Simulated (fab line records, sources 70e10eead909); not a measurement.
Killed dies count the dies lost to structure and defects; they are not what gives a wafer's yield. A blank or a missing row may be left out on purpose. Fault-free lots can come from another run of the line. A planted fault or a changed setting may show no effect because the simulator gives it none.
Matching of chambers / flow nand harc / cmp-01 running NHARC_A_M0_CMP_23: 4 sister chambers
The step polishes, t overpolish 20 s, target thk 113.75 nm. 27 wafers are shown with their chamber, then 12 later ones without.

== WAFERS WITH THEIR CHAMBER ==
wafer=L075.2; chamber=1; motor current A (A)=13.5; time to endpoint s (s)=27
wafer=L075.5; chamber=0; motor current A (A)=10.1; time to endpoint s (s)=33
wafer=L075.6; chamber=1; motor current A (A)=13.2; time to endpoint s (s)=26
wafer=L074.2; chamber=2; motor current A (A)=11.2; time to endpoint s (s)=30
wafer=L074.3; chamber=0; motor current A (A)=10.4; time to endpoint s (s)=32
wafer=L074.4; chamber=3; motor current A (A)=12.5; time to endpoint s (s)=35
wafer=L078.3; chamber=2; motor current A (A)=10.5; time to endpoint s (s)=33
wafer=L078.4; chamber=1; motor current A (A)=13.7; time to endpoint s (s)=28
wafer=L078.6; chamber=3; motor current A (A)=13.0; time to endpoint s (s)=34
wafer=L082.2; chamber=0; motor current A (A)=10.4; time to endpoint s (s)=32
wafer=L082.4; chamber=1; motor current A (A)=13.9; time to endpoint s (s)=27
wafer=L082.5; chamber=0; motor current A (A)=10.2; time to endpoint s (s)=30
wafer=L084.1; chamber=1; motor current A (A)=14.2; time to endpoint s (s)=27
wafer=L084.3; chamber=2; motor current A (A)=11.0; time to endpoint s (s)=30
wafer=L084.4; chamber=0; motor current A (A)=10.1; time to endpoint s (s)=32
wafer=L087.1; chamber=0; motor current A (A)=9.9; time to endpoint s (s)=33
wafer=L087.4; chamber=2; motor current A (A)=11.1; time to endpoint s (s)=29
wafer=L087.6; chamber=3; motor current A (A)=13.1; time to endpoint s (s)=32
wafer=L088.1; chamber=1; motor current A (A)=13.7; time to endpoint s (s)=28
wafer=L088.4; chamber=0; motor current A (A)=10.7; time to endpoint s (s)=35
wafer=L088.6; chamber=3; motor current A (A)=13.4; time to endpoint s (s)=36
wafer=L090.3; chamber=2; motor current A (A)=11.0; time to endpoint s (s)=33
wafer=L090.4; chamber=1; motor current A (A)=13.8; time to endpoint s (s)=31
wafer=L090.5; chamber=2; motor current A (A)=11.3; time to endpoint s (s)=28
wafer=L091.3; chamber=3; motor current A (A)=12.8; time to endpoint s (s)=33
wafer=L091.4; chamber=2; motor current A (A)=10.6; time to endpoint s (s)=31
wafer=L091.5; chamber=3; motor current A (A)=12.9; time to endpoint s (s)=35

SIGNATURES, as means of the wafers listed above
reading=motor current A; chamber 0=10.257; chamber 1=13.714; chamber 2=10.957; chamber 3=12.950; scatter within a chamber=0.295
reading=time to endpoint s; chamber 0=32.43; chamber 1=27.71; chamber 2=30.57; chamber 3=34.17; scatter within a chamber=1.64
Rule: a wafer lies at a distance from a chamber equal to the root of the sum of squares, over the readings, of (its reading less the chamber's mean, divided by the reading's scatter). The wafer belongs to the nearest chamber; if the next one is less than 2 further off, it can't be placed. The scatter: the root of (the sum of the squares of (reading less its chamber's mean) over the shown wafers, divided by (wafers less chambers)).

== WAFERS WHOSE CHAMBER IS MISSING ==
wafer=L095.2; motor current A (A)=13.4; time to endpoint s (s)=32
wafer=L095.3; motor current A (A)=10.8; time to endpoint s (s)=34
wafer=L095.5; motor current A (A)=10.7; time to endpoint s (s)=37
wafer=L094.1; motor current A (A)=11.1; time to endpoint s (s)=32
wafer=L094.3; motor current A (A)=14.0; time to endpoint s (s)=26
wafer=L094.4; motor current A (A)=13.3; time to endpoint s (s)=36
wafer=L096.1; motor current A (A)=10.6; time to endpoint s (s)=34
wafer=L096.2; motor current A (A)=13.9; time to endpoint s (s)=28
wafer=L096.4; motor current A (A)=12.8; time to endpoint s (s)=36
wafer=L096.3; motor current A (A)=10.2; time to endpoint s (s)=33
wafer=L096.5; motor current A (A)=10.1; time to endpoint s (s)=31
wafer=L096.6; motor current A (A)=12.7; time to endpoint s (s)=36

== CHAMBER TAKEN BY EACH ==
wafer=L095.2; from the rows above=can't be placed: 3 or 1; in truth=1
wafer=L095.3; from the rows above=can't be placed: 0 or 2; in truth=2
wafer=L095.5; from the rows above=can't be placed: 0 or 2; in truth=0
wafer=L094.1; from the rows above=can't be placed: 2 or 0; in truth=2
wafer=L094.3; from the rows above=1; in truth=1
wafer=L094.4; from the rows above=3; in truth=3
wafer=L096.1; from the rows above=can't be placed: 0 or 2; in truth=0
wafer=L096.2; from the rows above=1; in truth=1
wafer=L096.4; from the rows above=3; in truth=3
wafer=L096.3; from the rows above=0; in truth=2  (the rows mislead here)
wafer=L096.5; from the rows above=can't be placed: 0 or 2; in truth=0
wafer=L096.6; from the rows above=3; in truth=3
Correctly placed: 5 of 12. These rows do not allow placing 6 (true chamber among the candidates in 6). 1 placed wrongly.
